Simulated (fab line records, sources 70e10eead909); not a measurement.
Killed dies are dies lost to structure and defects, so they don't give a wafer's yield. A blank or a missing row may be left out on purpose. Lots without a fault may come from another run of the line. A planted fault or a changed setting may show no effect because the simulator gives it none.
fab line records | flow nand_harc
record lots=5 wafers=15 last_day=33
route steps=1302 shown A_M0@1148 A_M1@1169 END@1302
lots that met no fault: from a run of the same line without faults
start_h: hours from the record's first day to the start of the lot's first wafer shown | wait_h: hours since the lot's step before | " the same as in the row above | L1.1+2: a row that stands for several wafers | - no value, or no start given | * or withheld: withheld | < > ~ a bound
route shown NAME@n: a module of which the file shows steps, and the number in the route of the first | usual: mean/standard deviation of fault-free wafers | same: alike in all rows | chamber/n: place in a boat | sites: the reading at each site | _std_site: their standard deviation | _edge_site: outer sites' mean less inner sites' | radius_mm: how far each site lies from the wafer's centre | mask NAME#n: copy n | behind: the tool/chamber that last shaped the wafer | hold: why the lot was held/for how many hours/how that ended | device: the transistor (n, p or np) that didn't switch | end of line: the same wafers' tests at the end of the route | a step without rows: its recipe alone | killed: dies lost to structure and defects at the first sort, not the wafer's yield | map: a wafer's dies, x killed, . not, _ none there
set.NAME: the setting as run; set.NAME@STEP: as run at that earlier step | model.NAME: the simulator's own value behind a step, which no gauge read
lots at some steps of the route; a table a step, a row a wafer
services: from which hour (start_h, from the record's first day; less than 0 if before it) a tool's chamber was out of use, for how many hours, and why
## steps
# step NHARC_A_M0_OVL_MEAS_10
# recipe pitch_nm=160
# usual overlay_x_nm=0.1/0.78 overlay_y_nm=0.3/0.92
# columns lot.wafer tool chamber start_h wait_h overlay_x_nm overlay_y_nm
L549.1 overlay-02 - 539.23 - 0.0 -2.3
L549.2 " - " " 0.2 -1.8
L549.5 " - " " -0.1 -1.1
L554.2 overlay-02 - 576.94 - -1.8 -0.9
L554.4 " - " " -1.5 -0.1
L554.5 " - " " -1.3 -0.3
L559.1 overlay-02 - 635.34 - 0.9 0.7
L559.5 " - " " 0.6 0.2
L559.6 " - " " 0.3 0.0
L570.1 overlay-01 - 726.52 - 1.3 0.2
L570.3 " - " " 1.0 -0.3
L570.6 " - " " 1.3 -0.2
L567.4 overlay-02 - 745.23 - 2.2 0.4
L567.5 " - " " 1.9 0.9
L567.6 " - " " 2.4 0.9
# step NHARC_A_M0_INSPECT_11
# usual raw_defect_count=77/36
# columns lot.wafer tool chamber start_h wait_h raw_defect_count
L549.1 defect_inspect-02 - 539.27 0.0 126
L549.2 " - " " 116
L549.5 " - " " 118
L554.2 defect_inspect-01 - 576.98 0.0 30
L554.4 " - " " 38
L554.5 " - " " 22
L559.1 defect_inspect-02 - 635.37 0.0 106
L559.5 " - " " 125
L559.6 " - " " 129
L570.1 defect_inspect-02 - 726.56 0.0 29
L570.3 " - " " 26
L570.6 " - " " 28
L567.4 defect_inspect-02 - 745.26 0.0 69
L567.5 " - " " 60
L567.6 " - " " 56
# step NHARC_A_M0_DESCUM_14
# recipe time_s=3 o2_flow_sccm=200 ar_flow_sccm=0 bias_power_w=0 chemistry=O2
# step NHARC_A_M0_ETCH_34
# recipe target_depth_a=400 overetch_a=120 time_s=43.94 ion_energy_ev=200 n2_flow_sccm=150 h2_flow_sccm=150 ar_flow_sccm=0 rf_w=400 bias_w=150 chemistry=N2/H2
# step NHARC_A_M0_ETCH_15
# recipe target_depth_a=1500 overetch_a=150 time_s=82.5 c4f8_flow_sccm=withheld ar_flow_sccm=400 rf_w=600 bias_w=300 chemistry=C4F8/Ar
# step NHARC_A_M0_CD_MEAS_16
# usual cd_nm=80.0/0.71
# columns lot.wafer tool chamber start_h wait_h cd_nm
L549.1 cd_sem-01 - 539.63 - 78.9
L549.2 " - " " 79.9
L549.5 " - " " 78.9
L554.2 cd_sem-02 - 577.34 - 79.9
L554.4 " - " " 79.7
L554.5 " - " " 80.5
L559.1 cd_sem-02 - 635.78 - 80.0
L559.5 " - " " 79.7
L559.6 " - " " 80.2
L570.1 cd_sem-02 - 726.91 - 79.9
L570.3 " - " " 80.3
L570.6 " - " " 81.1
L567.4 cd_sem-03 - 745.63 - 80.9
L567.5 " - " " 79.7
L567.6 " - " " 80.0
# step NHARC_A_M0_STRIP_18
# recipe power_w=1000 n2_flow_sccm=150 h2_flow_sccm=150 ar_flow_sccm=0 bias_w=0 chemistry=N2/H2
# usual drypump_motor_current_A=5.7/0.48 oes_product_au=0.998/0.0069 power_w=999.9/2.9 rf_fwd_power_W=997/3.5 rf_vpp_V=90.7/0.95 showerhead_plenum_p_Torr=2.04/0.07 throttle_valve_pct=14.172/0.0079
# same bias_w=0
# columns lot.wafer tool chamber start_h wait_h drypump_motor_current_A oes_product_au power_w rf_fwd_power_W rf_hours_counter_h rf_vpp_V showerhead_plenum_p_Torr throttle_valve_pct
L549.2 rie_diel-09 1 539.70 0.1 6.2 0.993 1002.3 996 0.5 90.4 2.07 14.178
L549.1 " 3 " " 5.8 1.000 999.9 992 0.4 89.3 2.03 14.173
L549.5 " 1 " " 6.2 0.991 1001.8 999 - 91.0 2.07 14.163
L554.2 rie_diel-13 2 577.41 0.1 6.2 0.999 1005.9 990 2.4 90.8 1.94 14.172
L554.4 " 0 " " 5.8 0.984 1003.5 997 - 89.8 1.97 14.163
L554.5 " 1 " " 4.9 0.996 997.4 997 - 90.2 1.95 14.174
L559.1 rie_diel-08 0 635.85 0.1 5.9 1.000 998.1 994 3.3 91.6 2.06 14.178
L559.6 " 0 " " 5.9 1.002 997.6 996 - 90.9 2.06 14.155
L559.5 " 1 " " 5.7 0.995 1003.1 997 - 90.9 2.13 14.175
L570.1 rie_diel-09 1 727.04 0.1 6.2 0.999 996.6 998 0.8 90.5 2.07 14.180
L570.3 " 2 " " 5.1 1.000 999.5 1001 2.1 91.5 2.04 14.174
L570.6 " 0 " " 5.1 0.999 1003.0 999 - 90.3 2.09 14.181
L567.4 rie_diel-13 2 745.77 0.1 6.2 0.999 1000.0 1007 2.4 90.4 1.94 14.173
L567.5 " 3 " " 6.2 1.010 996.3 996 - 91.2 2.05 14.172
L567.6 " 0 " " 5.7 0.998 999.2 1004 - 90.5 1.97 14.183
# step NHARC_A_M0_STRIP_19
# recipe time_s=600 temp_c=30 chemistry=post_etch_residue_remover
# step NHARC_A_M0_DEGAS_28
# recipe temp_c=250 time_s=60
# step NHARC_A_M0_PRE_CLEAN_29
# recipe time_s=30 temp_c=280 gas=H2/He
# step NHARC_A_M0_PVD_20
# recipe target_thk_a=50 bias_v=168.6 power_w=15000 chamber_pressure_pa=0.12 time_s=8.06 substrate_temp_c=50 material=TaN
# step NHARC_A_M0_PVD_21
# recipe target_thk_a=300 chamber_pressure_pa=5 power_w=5000 substrate_temp_c=30 time_s=20.49 material=Cu
# usual throttle_valve_pct=30.1/0.88
# columns lot.wafer tool chamber start_h wait_h throttle_valve_pct
L549.1 pvd_sputter-01 - - - 32.7
L549.2 " - " " 29.5
L549.5 " - " " 32.3
L554.2 pvd_sputter-03 - - - 29.8
L554.4 " - " " 30.6
L554.5 " - " " 29.5
L559.1 pvd_sputter-02 - - - 28.5
L559.6 " - " " 30.2
L559.5 " - " " 28.4
L570.3 pvd_sputter-03 - - - 28.8
L570.1 " - " " 30.5
L570.6 " - " " 29.3
L567.4 pvd_sputter-03 - - - 29.9
L567.6 " - " " 29.7
L567.5 " - " " 28.5
# step NHARC_A_M0_ECD_22
# recipe target_thk_a=4000 bath_temp_c=25 material=Cu
# usual bath_heat_duty_pct=6.2/0.46
# columns lot.wafer tool chamber start_h wait_h bath_heat_duty_pct
L549.2 ecd_cu-01 0 540.65 - 5.3
L549.1 " 1 " " 6.7
L549.5 " 0 " " 5.9
L554.2 ecd_cu-02 1 578.37 - 6.4
L554.4 " 1 " " 5.3
L554.5 " 0 " " 5.9
L559.1 ecd_cu-02 0 636.80 - 5.8
L559.5 " 1 " " 6.4
L559.6 " 0 " " 5.9
L570.1 ecd_cu-01 1 727.94 - 6.1
L570.3 " 0 " " 6.5
L570.6 " 0 " " 6.7
L567.4 ecd_cu-01 1 746.75 - 6.1
L567.5 " 0 " " 5.4
L567.6 " 1 " " 6.8
# step NHARC_A_M0_ANNEAL_30
# recipe temp_c=225 time_s=90
# step NHARC_A_M0_CMP_23
# recipe t_overpolish_s=20 target_thk_nm=113.75
# usual motor_current_A=12.5/1.4 slurry_flow_ml_min=150.0/0.48 time_to_endpoint_s=28.1/2.1
# columns lot.wafer tool chamber start_h wait_h motor_current_A slurry_flow_ml_min time_to_endpoint_s
L549.1 cmp-03 3 541.39 - 12.2 150.6 26.9
L549.2 " 0 " " 10.8 149.6 28.0
L549.5 " 3 " " 12.7 150.5 25.9
L554.2 cmp-03 0 579.12 - 10.9 149.8 27.8
L554.4 " 1 " " 11.4 149.4 28.8
L554.5 " 3 " " 13.0 149.6 27.1
L559.1 cmp-03 0 637.49 - 10.6 149.7 29.1
L559.6 " 3 " " 12.4 149.5 24.9
L559.5 " 0 " " 11.1 149.7 31.3
L570.1 cmp-01 2 728.62 - 12.1 149.9 28.3
L570.3 " 3 " " 11.2 150.1 27.6
L570.6 " 3 " " 10.9 149.9 26.1
L567.4 cmp-04 3 747.62 - 14.6 149.8 29.4
L567.5 " 2 " " 12.9 150.2 27.5
L567.6 " 3 " " 14.0 149.6 27.6
# step NHARC_A_M0_THK_MEAS_24
# recipe thk_meas_gauge=xrf
# usual thk_nm=113.4/1.3
# columns lot.wafer tool chamber start_h wait_h thk_nm
L549.1 film_metro-02 - 541.71 - 113.3
L549.2 " - " " 115.3
L549.5 " - " " 114.0
L554.2 film_metro-02 - 579.40 - 113.2
L554.4 " - " " 117.2
L554.5 " - " " 112.3
L559.1 film_metro-02 - 637.78 - 111.2
L559.5 " - " " 113.5
L559.6 " - " " 112.4
L570.1 film_metro-02 - 728.93 - 112.4
L570.3 " - " " 111.6
L570.6 " - " " 112.0
L567.4 film_metro-01 - 747.91 - 113.1
L567.5 " - " " 111.9
L567.6 " - " " 114.4
# step NHARC_A_M0_SRD_25
# step NHARC_A_M0_PRE_CLEAN_31
# recipe time_s=12 temp_c=370 rf_power_w=300 gas=NH3
# step NHARC_A_M0_DEP_32
# recipe target_thk_a=300 temp_c=370 target_thk_nm=30 pressure_torr=3 flow_sccm=200 rf_w=450 material=SiCN
# step NHARC_A_M1_DEP_00
# recipe target_thk_a=1825 target_thk_nm=182.5 temp_c=withheld pressure_torr=5 flow_sccm=200 rf_w=600 material=SiOC
# step NHARC_A_M1_DEHYDRATE_01
# recipe temp_c=150 time_s=120
# step NHARC_A_M1_HMDS_02
# recipe time_s=30
# step NHARC_A_M1_COAT_34
# recipe temp_c=200 time_s=65
# step NHARC_A_M1_COAT_03
# recipe spin_rpm=1500 resist_thk_nm=90
# step NHARC_A_M1_SOFTBAKE_04
# recipe temp_c=105 time_s=55
# step NHARC_A_M1_EBR_05
# step NHARC_A_M1_EXPOSE_06
# recipe na=1.35 target_cd_nm=120 dose_mj=75.13 mask_id=A_M1
# step NHARC_A_M1_PEB_07
# recipe peb_temp_c=100 peb_time_s=65
# step NHARC_A_M1_DEVELOP_08
# recipe develop_time_s=35 dev_temp_c=23
# step NHARC_A_M1_CD_MEAS_09
# recipe target_cd_nm=120 landing_energy_ev=500
# usual cd_nm=120.0/0.47
# columns lot.wafer tool chamber start_h wait_h cd_nm
L549.1 cd_sem-02 0 543.27 - 120.6
L549.2 " 0 " " 120.6
L549.5 " 0 " " 121.1
L554.2 cd_sem-02 0 580.96 - 120.1
L554.4 " 0 " " 119.8
L554.5 " 0 " " 119.7
L559.1 cd_sem-03 0 639.33 - 119.4
L559.5 " 0 " " 120.1
L559.6 " 0 " " 120.4
L570.1 cd_sem-01 0 730.48 - 120.1
L570.3 " 0 " " 119.5
L570.6 " 0 " " 119.9
L567.4 cd_sem-01 0 749.33 - 120.1
L567.5 " 0 " " 119.8
L567.6 " 0 " " 120.1
# step NHARC_A_M1_OVL_MEAS_10
# recipe pitch_nm=240
# usual overlay_x_nm=-0.4/1 overlay_y_nm=0.0/1.2
# columns lot.wafer tool chamber start_h wait_h overlay_x_nm overlay_y_nm
L549.1 overlay-02 - 543.36 - -0.9 0.6
L549.2 " - " " -1.4 0.1
L549.5 " - " " -1.2 0.3
L554.2 overlay-02 - 581.04 - -1.0 1.2
L554.4 " - " " -0.3 0.6
L554.5 " - " " -0.2 1.5
L559.1 overlay-01 - 639.41 - -1.4 0.3
L559.5 " - " " -1.6 0.7
L559.6 " - " " -1.2 0.1
L570.1 overlay-02 - 730.57 - -0.4 -2.1
L570.3 " - " " 0.0 -1.8
L570.6 " - " " 0.1 -2.4
L567.4 overlay-02 - 749.41 - -0.5 2.0
L567.5 " - " " -0.4 2.3
L567.6 " - " " -0.3 2.3
# step NHARC_A_M1_DESCUM_14
# recipe time_s=3 o2_flow_sccm=200 ar_flow_sccm=0 bias_power_w=0 chemistry=O2
# usual drypump_motor_current_A=5.8/0.52 oes_product_au=1.001/0.0079 rf_vpp_V=57.7/0.85 showerhead_plenum_p_Torr=1.91/0.088 throttle_valve_pct=11.312/0.0092
# columns lot.wafer tool chamber start_h wait_h drypump_motor_current_A oes_product_au rf_hours_counter_h rf_vpp_V showerhead_plenum_p_Torr throttle_valve_pct
L549.1 rie_diel-10 2 543.47 0.1 5.6 0.997 5.9 57.3 1.81 11.315
L549.2 " 3 " " 5.9 1.010 5.8 58.2 1.96 11.295
L549.5 " 3 " " 5.9 1.004 - 57.9 1.96 11.308
L554.2 rie_diel-02 2 581.15 0.1 5.3 0.992 0.1 58.3 1.79 11.304
L554.4 " 3 " " 5.8 0.993 0.1 60.0 1.95 11.316
L554.5 " 2 " " 5.2 0.990 - 57.6 1.79 11.312
L559.1 rie_diel-11 3 639.52 0.1 4.9 1.004 0.6 57.9 2.01 11.305
L559.6 " 2 " " 6.3 0.997 - 56.9 1.98 11.319
L559.5 " 1 " " 5.4 0.989 - 57.1 1.81 11.311
L570.3 rie_diel-10 1 730.67 0.1 5.4 1.003 5.1 58.3 1.98 11.305
L570.1 " 3 " " 5.9 1.011 10.1 55.8 1.95 11.304
L570.6 " 2 " " 5.6 0.997 - 56.6 1.81 11.320
L567.4 rie_diel-11 1 752.32 0.1 5.4 0.992 3.5 58.0 1.81 11.301
L567.6 " 3 " " 4.9 0.994 - 58.0 2.01 11.309
L567.5 " 0 " " 6.6 1.000 - 56.9 1.88 11.309
# step NHARC_A_M1_ETCH_35
# recipe target_depth_a=400 overetch_a=120 time_s=43.94 ion_energy_ev=200 n2_flow_sccm=150 h2_flow_sccm=150 ar_flow_sccm=0 rf_w=400 bias_w=150 chemistry=N2/H2
# usual bias_w=150.0/0.45 drypump_motor_current_A=5.8/0.51 oes_product_au=1.003/0.0075 rf_fwd_power_W=394.8/1.8 rf_vpp_V=430.4/2.7 showerhead_plenum_p_Torr=2.04/0.095 throttle_valve_pct=14.171/0.0091
# columns lot.wafer tool chamber start_h wait_h bias_w drypump_motor_current_A oes_product_au rf_fwd_power_W rf_hours_counter_h rf_vpp_V showerhead_plenum_p_Torr throttle_valve_pct
L549.2 rie_diel-10 0 543.57 0.1 150.7 6.2 1.004 392.8 6.0 433.3 2.15 14.165
L549.1 " 2 " " 149.9 5.6 1.007 395.8 5.9 427.1 1.93 14.172
L549.5 " 3 " " 150.7 5.8 1.019 397.5 - 432.1 2.09 14.180
L554.2 rie_diel-02 0 581.23 0.1 149.9 5.6 0.999 394.8 0.2 432.2 2.11 14.170
L554.4 " 2 " " 150.2 5.3 1.000 395.5 0.1 426.6 1.91 14.175
L554.5 " 3 " " 150.2 5.8 0.997 396.6 - 430.9 2.09 14.163
L559.1 rie_diel-11 3 639.62 0.1 149.9 4.9 1.004 393.8 0.6 432.7 2.14 14.170
L559.6 " 3 " " 149.6 4.9 1.008 391.4 - 433.2 2.14 14.171
L559.5 " 2 " " 149.6 6.3 1.007 398.2 - 433.5 2.11 14.164
L570.3 rie_diel-10 3 730.76 0.1 149.9 5.9 1.005 395.8 10.1 431.7 2.08 14.177
L570.1 " 0 " " 149.7 6.2 0.995 392.8 8.7 433.6 2.15 14.171
L570.6 " 2 " " 150.2 5.6 1.003 396.0 - 426.7 1.92 14.168
L567.4 rie_diel-11 2 752.39 0.1 150.2 6.4 0.995 396.2 3.5 431.2 2.11 14.157
L567.6 " 1 " " 149.8 5.4 0.992 395.2 - 426.4 1.92 14.179
L567.5 " 2 " " 150.5 6.4 1.004 396.1 - 433.5 2.11 14.181
# step NHARC_A_M1_ETCH_15
# recipe target_depth_a=1825 time_s=91.2 c4f8_flow_sccm=withheld ar_flow_sccm=400 rf_w=600 bias_w=300 chemistry=C4F8/Ar
# step NHARC_A_M1_CD_MEAS_16
# usual cd_nm=120.0/0.64
# columns lot.wafer tool chamber start_h wait_h cd_nm
L549.1 cd_sem-01 - 543.81 - 120.2
L549.2 " - " " 120.3
L549.5 " - " " 120.8
L554.2 cd_sem-02 - 581.45 - 120.3
L554.4 " - " " 120.2
L554.5 " - " " 119.3
L559.1 cd_sem-02 - 639.86 - 119.6
L559.5 " - " " 121.1
L559.6 " - " " 120.3
L570.1 cd_sem-01 - 730.98 - 119.8
L570.3 " - " " 119.0
L570.6 " - " " 119.3
L567.4 cd_sem-01 - 752.61 - 119.5
L567.5 " - " " 119.2
L567.6 " - " " 119.8
# step NHARC_A_M1_STRIP_18
# recipe power_w=1000 n2_flow_sccm=150 h2_flow_sccm=150 ar_flow_sccm=0 bias_w=0 chemistry=N2/H2
# step NHARC_A_M1_ETCH_28
# recipe target_depth_a=300 over_etch_frac=0.3 time_s=72.99 ion_energy_ev=150 cf4_flow_sccm=50 n2_flow_sccm=100 ar_flow_sccm=150 rf_w=300 bias_w=100 chemistry=CF4/N2
# step NHARC_A_M1_STRIP_19
# recipe time_s=600 temp_c=30 chemistry=post_etch_residue_remover
# step NHARC_A_M1_DEGAS_29
# recipe temp_c=250 time_s=60
# step NHARC_END_SORT_01
# recipe temp_c=25
# usual defect_limited_yield=92.0/2.6 killed_at_array=50/17 killed_at_other=0.7/1 killed_at_periphery=3.4/2.4 killed_dies=54/17 killed_open=3.3/1.7 killed_short=2.5/1.6 sort_bin_2_pct=2.8/1.1 sort_bin_3_pct=0.5/0.33 sort_bin_4_pct=4.6/1.5 sort_n_pass=623/17 sort_rim_yield_pct=92/3.8 sort_yield_pct=92.0/2.6
# same gross_dies=677 sort_bin_5_pct[%]=0 sort_bin_6_pct[%]=0 sort_bin_7_pct[%]=0 sort_bin_8_pct[%]=0 sort_rim_n_gross=106.00
# columns lot.wafer tool chamber start_h wait_h defect_limited_yield[%] killed_at_array killed_at_other killed_at_periphery killed_dies killed_open killed_short sort_bin_2_pct[%] sort_bin_3_pct[%] sort_bin_4_pct[%] sort_n_pass sort_rim_yield_pct[%] sort_yield_pct[%]
L554.2 prober-02 0 618.29 2.8 95.7 26 0 3 29 1 0 1.2 0.4 2.7 648 94 95.7
L554.4 prober-02 0 619.90 3.4 94.8 33 0 2 35 0 0 1.6 0.4 3.1 642 95 94.8
L554.5 prober-02 0 620.70 3.7 94.5 30 0 7 37 4 3 1.2 0.3 4.0 640 99 94.5
L559.1 prober-02 0 673.36 2.5 44.3 373 0 4 377 1 4 20.5 4.1 31.0 300 45 44.3
L559.5 prober-02 0 676.50 3.6 87.0 83 1 4 88 3 2 5.0 0.9 7.1 589 89 87.0
L559.6 prober-02 0 677.29 3.9 43.3 378 1 5 384 1 4 20.8 5.0 30.9 293 42 43.3
L570.1 prober-01 0 771.09 2.5 95.4 28 1 2 31 6 4 1.5 0.3 2.8 646 95 95.4
L570.3 prober-01 0 772.67 3.1 96.6 22 1 0 23 2 1 1.0 0 2.4 654 98 96.6
L570.6 prober-01 0 775.04 3.9 94.5 30 4 3 37 6 1 1.5 0.4 3.5 640 97 94.5
L567.4 prober-02 0 793.55 3.4 92.6 45 3 2 50 2 3 2.1 1.2 4.1 627 94 92.6
L567.5 prober-02 0 794.36 3.7 92.8 43 1 5 49 3 5 1.9 0.7 4.6 628 92 92.8
L567.6 prober-02 0 795.17 4.0 92.6 44 4 2 50 4 1 2.7 0.6 4.1 627 93 92.6
# killed by level:class
L554.2 A_CHANNEL_HOLE_D2:chamber_film_flake=15 A_CHANNEL_HOLE_D1:chamber_film_flake=3 A_STAIRCASE:chamber_film_flake=3 A_CONTACT:chamber_film_flake=2 A_ONON_D1:geometric_particle:open=1 P_ZERO_WELL:chamber_film_flake=1 P_M1:chamber_film_flake=1 P_M2:chamber_film_flake=1
L554.4 A_CHANNEL_HOLE_D2:chamber_film_flake=18 A_STAIRCASE:chamber_film_flake=4 A_M1:chamber_film_flake=4 A_CHANNEL_HOLE_D1:chamber_film_flake=3 A_CONTACT:chamber_film_flake=2 P_ZERO_WELL:chamber_film_flake=1 P_GATE:chamber_film_flake=1 A_CHANNEL_FILL_D1:chamber_film_flake=1
L554.5 A_CHANNEL_HOLE_D2:chamber_film_flake=14 A_STAIRCASE:chamber_film_flake=3 A_CONTACT:chamber_film_flake=3 A_M1:chamber_film_flake=3 A_CHANNEL_FILL_D2:geometric_particle:short=2 P_ZERO_WELL:chamber_film_flake=2 P_M2:chamber_film_flake=2 P_STI:geometric_particle:open=1
L559.1 A_M0:unspecified=332 A_SLIT:chamber_film_flake=24 A_CHANNEL_HOLE_D1:chamber_film_flake=13 P_M1:chamber_film_flake=3 A_CHANNEL_FILL_D1:geometric_particle:short=2 P_BONDPAD:geometric_particle:open=1 A_ONON_D1:geometric_particle:short=1 A_CONTACT:geometric_particle:short=1
L559.5 A_CHANNEL_HOLE_D1:chamber_film_flake=40 A_SLIT:chamber_film_flake=32 A_STAIRCASE:chamber_film_flake=4 A_DECK1_JOINT:chamber_film_flake=2 P_M1:chamber_film_flake=2 P_GATE:geometric_particle:open=1 P_M0:geometric_particle:open=1 A_ONON_D2:geometric_particle:short=1
L559.6 A_M0:unspecified=325 A_SLIT:chamber_film_flake=26 A_CHANNEL_HOLE_D1:chamber_film_flake=15 P_M1:chamber_film_flake=3 A_STAIRCASE:chamber_film_flake=3 A_DECK1_JOINT:geometric_particle:short=2 A_ZERO_WELL:chamber_film_flake=2 A_WL_FILL:chamber_film_flake=2
L570.1 A_STAIRCASE:chamber_film_flake=9 A_SLIT:chamber_film_flake=4 A_CHANNEL_FILL_D1:geometric_particle:short=2 A_M0:geometric_particle:open=2 A_CHANNEL_FILL_D1:geometric_particle:open=1 A_ONON_D2:geometric_particle:short=1 A_CHANNEL_FILL_D2:geometric_particle:short=1 A_WL_FILL:geometric_particle:open=1
L570.3 A_STAIRCASE:chamber_film_flake=7 A_CONTACT:chamber_film_flake=4 A_CHANNEL_HOLE_D2:chamber_film_flake=2 A_SLIT:chamber_film_flake=2 A_CHANNEL_HOLE_D1:geometric_particle:short=1 A_CHANNEL_FILL_D2:geometric_particle:open=1 A_SLIT:geometric_particle:open=1 A_ZERO_WELL:chamber_film_flake=1
L570.6 A_SLIT:chamber_film_flake=13 A_STAIRCASE:chamber_film_flake=8 THIN_TSV:chamber_film_flake=4 A_ZERO_WELL:chamber_film_flake=2 P_GATE:geometric_particle:open=1 P_CONTACT:geometric_particle:open=1 A_CHANNEL_HOLE_D1:geometric_particle:open=1 A_DECK1_JOINT:geometric_particle:open=1
L567.4 A_SLIT:chamber_film_flake=31 A_CHANNEL_HOLE_D1:unspecified=3 A_CONTACT:chamber_film_flake=3 THIN_TSV:chamber_film_flake=3 A_DECK1_JOINT:geometric_particle:short=1 A_CHANNEL_HOLE_D2:geometric_particle:open=1 A_CHANNEL_HOLE_D2:geometric_particle:short=1 A_CHANNEL_FILL_D2:geometric_particle:short=1
L567.5 A_SLIT:chamber_film_flake=26 A_CONTACT:chamber_film_flake=6 P_ZERO_WELL:chamber_film_flake=3 A_CHANNEL_HOLE_D1:unspecified=3 A_ONON_D2:geometric_particle:short=2 P_STI:chamber_film_flake=2 A_SOURCE_PLATE:geometric_particle:open=1 A_SOURCE_PLATE:geometric_particle:short=1
L567.6 A_SLIT:chamber_film_flake=29 A_CONTACT:chamber_film_flake=7 THIN_TSV:chamber_film_flake=3 A_ONON_D1:geometric_particle:open=2 A_STAIRCASE:chamber_film_flake=2 A_DECK1_JOINT:geometric_particle:open=1 A_DECK1_JOINT:geometric_particle:short=1 THIN_TSV:geometric_particle:open=1
# map L559.6 (x killed, . not)
____________x____________
_________x.x.xxx_________
_______.....x..xxx_______
______.x.x..xx.xxxx______
_____x.xxxxxxxx.xxx._____
____..xx..x.xx.x....x____
____xxx..x.xxx.x.....____
___..xx..x.xx.x.xx..xx___
___.xxx.x..xx.xx..x.xx___
__xx.x..xx.x.x..x....xx__
__x.x.xxx...x.x.xxx....__
_xxxxx....x.xx.xx.xx..xx_
_xxxx.x.xxx.xx.x..x.xx.._
_.xx...x.x.x..xx.x.xxxxx_
_.xx.x...xx.xxxxxx.xxxx._
_x.x.xxxx....xxx.x..xxxx_
.x.x.xx..xx.xx.x....x....
.xx...xxx.x.x...x..xx.x..
..xx.x.xxx..x.x.....xxx.x
x.xxx..xxx.x.x.xx.x.xxxx.
..x...x..xx.xxxx.x.x.xx.x
_x.xx..x.xxx.x.xxxxxxxxx_
_x.xxx.xx.x.xx.xxxxxxx.._
_.x..x.xx.xxx..x.xxxx.xx_
_..x..xxx.x..xx.x.xxxxx._
_.xxx.x..x..x..x.xxxxxxx_
__.xxxxx..xx...xx.xx.xx__
__x...x.xxxxxx.x.xxxxxx__
___.xxxxxx.x..x...xx..___
___x..xx..xx......x..x___
____..xx.xx.x..xx....____
____x....x.xx...xx..x____
_____xx.xxx..xxx...._____
______xx.xx.xxxxxx.______
_______x.xxxxxxx.._______
_________xx.xxxx_________
____________x____________
# map L554.5 (x killed, . not)
____________.____________
_________......._________
_______..x........_______
______.............______
_____..............._____
____.................____
____....x............____
___..x................___
___........x..........___
__..x.............x....__
__.........x...x..x....__
_.....x................._
_.............x........._
_...............x......._
_......................._
_...............xx......_
.................xx......
.........................
............xx...........
.........................
.........................
_............x.........._
_.....................x._
_......................._
_.............x....x.x.._
_......................._
__.....................__
__.....x.....x.........__
___..........x......x.___
___..........x........___
____.........x.xx....____
____..........x......____
_____.......x..xx..._____
______........x....______
_______.......x..._______
_________......._________
____________.____________
## services
# columns tool chamber start_h hours kind
rie_diel-02 1 517.87 12.6 repair
rie_diel-13 - 519.00 9.0 pm
pvd_sputter-03 - 526.02 10.0 pm
rie_diel-11 - 526.21 0.5 repair
rie_diel-10 1 532.14 124.3 repair
cmp-03 - 554.00 4.0 pm
rie_diel-11 1 576.91 6.5 repair
rie_diel-11 0 591.07 6.8 repair
rie_diel-10 - 596.50 9.0 pm
rie_diel-11 0 603.00 2.2 repair
rie_diel-11 1 606.92 9.9 repair
rie_diel-11 - 609.50 9.0 pm
rie_diel-10 - 618.79 0.4 repair
rie_diel-11 0 635.12 6.0 repair
cmp-03 - 648.69 2.1 repair
cmp-03 - 652.00 4.0 pm
ecd_cu-01 - 653.74 1.3 repair
rie_diel-10 0 662.89 9.1 repair
rie_diel-11 1 670.63 3.1 repair
rie_diel-10 1 674.20 6.9 repair
ecd_cu-01 - 688.30 8.0 pm
cmp-03 - 694.61 0.8 repair
pvd_sputter-03 - 704.02 10.0 pm
cmp-03 - 750.00 4.0 pm
## key
first_sign step=NHARC_END_SORT_01 reading=killed_at_array direction=up sigmas=19 usual=50 struck=376
effect step=NHARC_END_SORT_01 reading=defect_limited_yield direction=down sigmas=19 usual=92.0 struck=43.8
more_kills_born_at NHARC_A_M0_ECD_22@ecd_cu-02=657
met_at NHARC_A_M0_ECD_22
struck_wafers L559.1,L559.6
onset_between 578.37 636.80
fault kind=chamber_particle_source tool=ecd_cu-02 chamber=0 onset_h=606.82 steps=NHARC_A_M0_ECD_22 rate_per_visit_cm2=0.74314 end_h=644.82
